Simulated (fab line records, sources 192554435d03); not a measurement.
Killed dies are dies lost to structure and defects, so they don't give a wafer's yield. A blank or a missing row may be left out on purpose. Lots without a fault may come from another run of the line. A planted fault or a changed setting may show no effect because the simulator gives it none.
Split-lot experiment | flow n5_finfet | 7 lots, 39 wafers read, on a route of 1938 steps

THE SPLIT
At N5_HKMG_FIN_EXPOSE_09 (exposes mask NWFM), the setting dose_mj was moved away from the recipe's 39.25 on 12 of the 39 wafers read, by -5.4% to +4.8%. The other wafers ran this setting at the recipe's value.

FROM THE SPLIT TO THE READING: what the file shows between them, 2 steps
- N5_HKMG_FIN_PEB_10: peb time 60 s
- N5_HKMG_FIN_DEVELOP_11: develop time 30 s

THE READING
cd_nm, in nm, at N5_HKMG_FIN_CD_MEAS_12 (target cd 92.8 nm). Fault-free wafers of this fab line usually give 92.9 nm, standard deviation 0.65 nm.

wafer  | tool, chamber at the split | dose_mj as run | against the recipe | cd_nm, nm | against lot-mates on the recipe
L076.1 | arfi_scanner-01, 0         | 37.29          | -5.0%              | 89.6      | -3.6
L076.2 | arfi_scanner-01, 0         | 39.25          | recipe             | 93.1      | -
L076.3 | arfi_scanner-01, 0         | 39.25          | recipe             | 92.9      | -
L076.4 | arfi_scanner-01, 0         | 37.29          | -5.0%              | 89.3      | -3.9
L076.5 | arfi_scanner-01, 0         | 37.29          | -5.0%              | 89.0      | -4.2
L076.6 | arfi_scanner-01, 0         | 39.25          | recipe             | 93.7      | -
L079.1 | arfi_scanner-03, 0         | 39.25          | recipe             | 92.1      | -
L079.2 | arfi_scanner-03, 0         | 37.12          | -5.4%              | 88.5      | -3.9
L079.3 | arfi_scanner-03, 0         | 39.25          | recipe             | 92.3      | -
L079.4 | arfi_scanner-03, 0         | 39.25          | recipe             | 92.9      | -
L079.5 | arfi_scanner-03, 0         | 37.12          | -5.4%              | 90.0      | -2.4
L079.6 | arfi_scanner-03, 0         | 37.12          | -5.4%              | 89.3      | -3.1
L080.1 | arfi_scanner-02, 0         | 39.25          | recipe             | 93.8      | -
L080.4 | arfi_scanner-02, 0         | 39.25          | recipe             | 92.5      | -
L080.5 | arfi_scanner-02, 0         | 39.25          | recipe             | 92.7      | -
L081.1 | arfi_scanner-01, 0         | 39.25          | recipe             | 92.2      | -
L081.2 | arfi_scanner-01, 0         | 39.25          | recipe             | 92.9      | -
L081.3 | arfi_scanner-01, 0         | 39.25          | recipe             | 92.7      | -
L081.4 | arfi_scanner-01, 0         | 39.25          | recipe             | 92.9      | -
L081.5 | arfi_scanner-01, 0         | 39.25          | recipe             | 92.4      | -
L081.6 | arfi_scanner-01, 0         | 39.25          | recipe             | 92.1      | -
L085.1 | arfi_scanner-02, 0         | 39.25          | recipe             | 92.7      | -
L085.2 | arfi_scanner-02, 0         | 37.69          | -4.0%              | 91.6      | -1.2
L085.3 | arfi_scanner-02, 0         | 39.25          | recipe             | 92.1      | -
L085.4 | arfi_scanner-02, 0         | 37.69          | -4.0%              | 90.3      | -2.5
L085.5 | arfi_scanner-02, 0         | 39.25          | recipe             | 93.6      | -
L085.6 | arfi_scanner-02, 0         | 37.69          | -4.0%              | 90.0      | -2.8
L086.1 | arfi_scanner-03, 0         | 41.13          | +4.8%              | 96.3      | +3.5
L086.2 | arfi_scanner-03, 0         | 39.25          | recipe             | 92.4      | -
L086.3 | arfi_scanner-03, 0         | 39.25          | recipe             | 93.3      | -
L086.4 | arfi_scanner-03, 0         | 41.13          | +4.8%              | 96.1      | +3.3
L086.5 | arfi_scanner-03, 0         | 39.25          | recipe             | 92.8      | -
L086.6 | arfi_scanner-03, 0         | 41.13          | +4.8%              | 95.6      | +2.8
L091.1 | arfi_scanner-01, 0         | 39.25          | recipe             | 92.2      | -
L091.2 | arfi_scanner-01, 0         | 39.25          | recipe             | 92.9      | -
L091.3 | arfi_scanner-01, 0         | 39.25          | recipe             | 93.8      | -
L091.4 | arfi_scanner-01, 0         | 39.25          | recipe             | 93.1      | -
L091.5 | arfi_scanner-01, 0         | 39.25          | recipe             | 93.0      | -
L091.6 | arfi_scanner-01, 0         | 39.25          | recipe             | 92.3      | -

THE FIT
A straight line over all 39 wafers: cd_nm changes by +0.652 nm for each +1% of dose_mj; r = +0.95; the points scatter about the line by 0.54 nm.
The same after taking each lot's own level away (the mean of its wafers on the recipe; 39 wafers): +0.652 nm for each +1%; r = +0.95; scatter 0.54 nm.
On that fit, the largest move of dose_mj shifts the reading by 3.5 nm.
The lots' own levels span 92.43 to 93.23 nm, that is 1.2 times the standard deviation above.
So the lot-to-lot level changes the slope little: the two slopes agree.
Check: with one of the wafers moved furthest among these (-5.4%) left out of the fit, the line predicts -3.48 nm for it against its lot-mates. It came out at -3.93 nm against them.

OTHER SPLITS ON THESE WAFERS
These wafers also went through other splits before the reading. Each is held against what the fit with the lots' levels taken away leaves over:
other split on the same wafers  | wafers away from the commonest value | r with cd_nm (lot level and that fit taken away)
N5_DUMMY_GATE_EXPOSE_12 dose_mj | 15                                   | +0.19
N5_SD_EPI_N_EPI_21 temp_c       | 15                                   | +0.17

THE FILE'S OWN FIT
cd_nm changes by +0.652 nm for each +1% of dose_mj, r = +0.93.
